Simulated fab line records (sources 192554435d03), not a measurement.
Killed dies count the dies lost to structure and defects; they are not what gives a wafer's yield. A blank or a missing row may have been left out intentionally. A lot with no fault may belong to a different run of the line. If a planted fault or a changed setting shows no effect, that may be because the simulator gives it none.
Which tool is to blame? / flow n5Finfet / 12 lots, 36 wafers sampled, at 6 steps of a route of 1938

WHAT THE GAUGES READ, wafer by wafer
N5_BEOL_M4_THK_MEAS_53: measures by xrf.
lot=L075; measured=day 8 08:17; on=filmMetro-01; M4_THK (nm)=42.3 40.0 40.5
lot=L077; measured=day 9 04:34; on=filmMetro-02; M4_THK (nm)=43.9 40.0 42.3
lot=L081; measured=day 9 10:40; on=filmMetro-02; M4_THK (nm)=38.0 42.7 37.5
lot=L078; measured=day 9 12:33; on=filmMetro-01; M4_THK (nm)=38.2 40.4 41.8
lot=L083; measured=day 10 04:08; on=filmMetro-02; M4_THK (nm)=39.1 39.6 41.3
lot=L085; measured=day 11 04:07; on=filmMetro-02; M4_THK (nm)=42.8 41.9 41.8
lot=L086; measured=day 11 12:45; on=filmMetro-01; M4_THK (nm)=40.1 42.3 43.8
lot=L091; measured=day 11 20:40; on=filmMetro-01; M4_THK (nm)=41.3 42.3 42.2
lot=L090; measured=day 12 00:01; on=filmMetro-02; M4_THK (nm)=40.0 40.7 38.2
lot=L092; measured=day 12 22:30; on=filmMetro-01; M4_THK (nm)=44.6 45.2 43.4
lot=L095; measured=day 13 21:48; on=filmMetro-02; M4_THK (nm)=40.8 42.2 40.0
lot=L097; measured=day 14 01:11; on=filmMetro-01; M4_THK (nm)=40.5 39.2 40.6

EACH LOT AND THE TOOL THAT RAN IT (in order: tool; ch and the chambers of the sampled wafers; start)
lot=L075; N5_BEOL_M4_ETCH_41=rieDiel-05 ch 0,1,2, day 8 06:02 or earlier; N5_BEOL_M4_ANNEAL_80=pvdSputter-03, day 8 06:02; N5_BEOL_M4_ANNEAL_89=pvdSputter-03, day 8 06:42; N5_BEOL_M4_ANNEAL_95=pvdSputter-03, day 8 07:22; N5_BEOL_M4_CMP_52=cmp-01 ch 1,2,3, day 8 08:00
lot=L077; N5_BEOL_M4_ETCH_41=rieDiel-06 ch 0,3, day 9 02:19 or earlier; N5_BEOL_M4_ANNEAL_80=pvdSputter-03, day 9 02:19; N5_BEOL_M4_ANNEAL_89=pvdSputter-03, day 9 02:59; N5_BEOL_M4_ANNEAL_95=pvdSputter-03, day 9 03:38; N5_BEOL_M4_CMP_52=cmp-01 ch 1,2,3, day 9 04:23
lot=L081; N5_BEOL_M4_ETCH_41=rieDiel-06 ch 0,3, day 9 08:25 or earlier; N5_BEOL_M4_ANNEAL_80=pvdSputter-02, day 9 08:25; N5_BEOL_M4_ANNEAL_89=pvdSputter-02, day 9 09:05; N5_BEOL_M4_ANNEAL_95=pvdSputter-02, day 9 09:44; N5_BEOL_M4_CMP_52=cmp-01 ch 0,2,3, day 9 10:27
lot=L078; N5_BEOL_M4_ETCH_41=rieDiel-05 ch 0,2,3, day 9 10:18 or earlier; N5_BEOL_M4_ANNEAL_80=pvdSputter-02, day 9 10:18; N5_BEOL_M4_ANNEAL_89=pvdSputter-02, day 9 10:58; N5_BEOL_M4_ANNEAL_95=pvdSputter-02, day 9 11:37; N5_BEOL_M4_CMP_52=cmp-03 ch 2,3, day 9 12:17
lot=L083; N5_BEOL_M4_ETCH_41=rieDiel-06 ch 2,3, day 10 01:41 or earlier; N5_BEOL_M4_ANNEAL_80=pvdSputter-01, day 10 01:41; N5_BEOL_M4_ANNEAL_89=pvdSputter-01, day 10 02:21; N5_BEOL_M4_ANNEAL_95=pvdSputter-01, day 10 03:01; N5_BEOL_M4_CMP_52=cmp-01 ch 0,2,3, day 10 03:53
lot=L085; N5_BEOL_M4_ETCH_41=rieDiel-06 ch 0,1,2, day 11 01:53 or earlier; N5_BEOL_M4_ANNEAL_80=pvdSputter-01, day 11 01:53; N5_BEOL_M4_ANNEAL_89=pvdSputter-01, day 11 02:32; N5_BEOL_M4_ANNEAL_95=pvdSputter-01, day 11 03:12; N5_BEOL_M4_CMP_52=cmp-01 ch 0,1,2, day 11 03:50
lot=L086; N5_BEOL_M4_ETCH_41=rieDiel-04 ch 0,1,3, day 11 10:30 or earlier; N5_BEOL_M4_ANNEAL_80=pvdSputter-03, day 11 10:30; N5_BEOL_M4_ANNEAL_89=pvdSputter-03, day 11 11:10; N5_BEOL_M4_ANNEAL_95=pvdSputter-03, day 11 11:49; N5_BEOL_M4_CMP_52=cmp-01 ch 1,2,3, day 11 12:27
lot=L091; N5_BEOL_M4_ETCH_41=rieDiel-04 ch 0,1,3, day 11 18:25 or earlier; N5_BEOL_M4_ANNEAL_80=pvdSputter-02, day 11 18:25; N5_BEOL_M4_ANNEAL_89=pvdSputter-02, day 11 19:05; N5_BEOL_M4_ANNEAL_95=pvdSputter-02, day 11 19:44; N5_BEOL_M4_CMP_52=cmp-03 ch 0,1,3, day 11 20:27
lot=L090; N5_BEOL_M4_ETCH_41=rieDiel-04 ch 0,2,3, day 11 21:46 or earlier; N5_BEOL_M4_ANNEAL_80=pvdSputter-02, day 11 21:46; N5_BEOL_M4_ANNEAL_89=pvdSputter-02, day 11 22:25; N5_BEOL_M4_ANNEAL_95=pvdSputter-02, day 11 23:05; N5_BEOL_M4_CMP_52=cmp-04 ch 0,1, day 11 23:45
lot=L092; N5_BEOL_M4_ETCH_41=rieDiel-06 ch 1,2, day 12 20:15 or earlier; N5_BEOL_M4_ANNEAL_80=pvdSputter-03, day 12 20:15; N5_BEOL_M4_ANNEAL_89=pvdSputter-03, day 12 20:55; N5_BEOL_M4_ANNEAL_95=pvdSputter-03, day 12 21:34; N5_BEOL_M4_CMP_52=cmp-01 ch 0,1,2, day 12 22:19
lot=L095; N5_BEOL_M4_ETCH_41=rieDiel-05 ch 1,2,3, day 13 19:32 or earlier; N5_BEOL_M4_ANNEAL_80=pvdSputter-02, day 13 19:32; N5_BEOL_M4_ANNEAL_89=pvdSputter-02, day 13 20:11; N5_BEOL_M4_ANNEAL_95=pvdSputter-02, day 13 20:51; N5_BEOL_M4_CMP_52=cmp-01 ch 1,2,3, day 13 21:31
lot=L097; N5_BEOL_M4_ETCH_41=rieDiel-05 ch 0,2, day 13 22:54 or earlier; N5_BEOL_M4_ANNEAL_80=pvdSputter-03, day 13 22:54; N5_BEOL_M4_ANNEAL_89=pvdSputter-03, day 13 23:34; N5_BEOL_M4_ANNEAL_95=pvdSputter-03, day 14 00:13; N5_BEOL_M4_CMP_52=cmp-03 ch 0,1, day 14 00:53
- N5_BEOL_M4_ETCH_41: etches SiCN in CH3F/O2, target depth 29.9 nm, time 52.5 s.
- N5_BEOL_M4_ANNEAL_80: time 240 s.
- N5_BEOL_M4_ANNEAL_89: time 240 s.
- N5_BEOL_M4_ANNEAL_95: time 240 s.
- N5_BEOL_M4_CMP_52: polishes, stops on SiOC, t overpolish 6.8 s, target thk 40 nm.

THE ANSWER, worked out from the rows above alone
Rule: what is usual is taken from the lots themselves. The widest of any qualifying gaps counts: lots, ordered by their means at a reading, are off when they make up no more than a third of the lots, leave a main group of 4 or more, and stand apart from it by 3 or more times the standard deviation of that group's means. If all means in a main group match to the digits the tables above print for the reading, that group is not used. Also off: a lot with no number at a reading for which 4 or more lots have one. Any other lot the step has rows for is counted as sound.
No lot is off on any of the readings shown, so nothing can be concluded from this.

WHAT THE SIMULATOR HAD PUT IN
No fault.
